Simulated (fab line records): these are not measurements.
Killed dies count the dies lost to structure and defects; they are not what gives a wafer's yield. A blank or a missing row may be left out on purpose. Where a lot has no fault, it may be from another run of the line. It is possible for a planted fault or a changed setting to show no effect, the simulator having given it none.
Split-lot study | flow n5_finfet | 21 wafers read from 7 lots, route of 1938 steps

## SPLIT DETAILS
At N5_BEOL_M11_ETCH_41 (etches SiCN in CH3F/O2, target depth 42.6 nm, time 86 s), the setting time_s was moved away from the recipe's 86 s on 8 of the 21 wafers read, by -14.3% to +22.0%. All remaining wafers had this setting at the recipe value.

Reading taken at the split's own step.

## THE READING
etch.depth_nm (the simulator's own value, which no gauge read), in nm, at N5_BEOL_M11_ETCH_41 (etches SiCN in CH3F/O2, target depth 42.6 nm, time 86 s). The file does not state a usual value for it. Average 32.45 nm, standard deviation 0.82 nm, over the 13 wafers here run with the recipe.

wafer  | tool, chamber at the split | time_s as run, s | against the recipe | etch.depth_nm, nm | against lot-mates on the recipe
L077.3 | rie_diel-04, 3             | 86               | recipe             | 33.94             | -
L077.4 | rie_diel-04, 2             | 86               | recipe             | 32.93             | -
L077.6 | rie_diel-04, 3             | 86               | recipe             | 33.68             | -
L081.4 | rie_diel-02, 1             | 91.45            | +6.3%              | 33.7              | +1.86
L081.5 | rie_diel-02, 2             | 86               | recipe             | 31.82             | -
L081.6 | rie_diel-02, 3             | 86               | recipe             | 31.86             | -
L074.1 | rie_diel-06, 0             | 73.73            | -14.3%             | 28.33             | -3.14
L074.3 | rie_diel-06, 2             | 86               | recipe             | 31.47             | -
L074.5 | rie_diel-06, 0             | 73.73            | -14.3%             | 28.23             | -3.24
L083.2 | rie_diel-04, 2             | 86               | recipe             | 32.85             | -
L083.3 | rie_diel-04, 0             | 103.6            | +20.5%             | 39.99             | +6.82
L083.6 | rie_diel-04, 3             | 86               | recipe             | 33.5              | -
L087.1 | rie_diel-06, 3             | 86               | recipe             | 32.43             | -
L087.3 | rie_diel-06, 0             | 104.9            | +22.0%             | 40.58             | +8.15
L087.4 | rie_diel-06, 2             | 104.9            | +22.0%             | 37.94             | +5.51
L093.2 | rie_diel-02, 1             | 86               | recipe             | 31.44             | -
L093.4 | rie_diel-02, 3             | 86               | recipe             | 32.02             | -
L093.6 | rie_diel-02, 3             | 86               | recipe             | 32.12             | -
L096.3 | rie_diel-02, 2             | 95.89            | +11.5%             | 35.7              | +3.91
L096.4 | rie_diel-02, 1             | 86               | recipe             | 31.79             | -
L096.6 | rie_diel-02, 2             | 95.89            | +11.5%             | 35.84             | +4.05

THE FIT
A straight line over all 21 wafers: etch.depth_nm changes by +0.313 nm for each +1% of time_s; r = +0.96; the points scatter about the line by 0.87 nm.
The same after taking each lot's own level away (the mean of its wafers on the recipe; 21 wafers): +0.296 nm for each +1%; r = +0.98; scatter 0.61 nm.
Per that fit: largest time_s move, reading shift of 6.5 nm.
The lots' own levels span 31.470 to 33.517 nm, that is 2.5 times the standard deviation above.
So the lot-to-lot level changes the slope little: the two slopes agree.
Check: for one of the wafers moved furthest among these (+22.0%), held out of the fit, the line's prediction against its lot-mates is +6.27 nm. Against them it came out at +8.15 nm.

## THE FILE'S OWN FIT
etch.depth_nm changes by +0.307 nm for each +1% of time_s, r = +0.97.
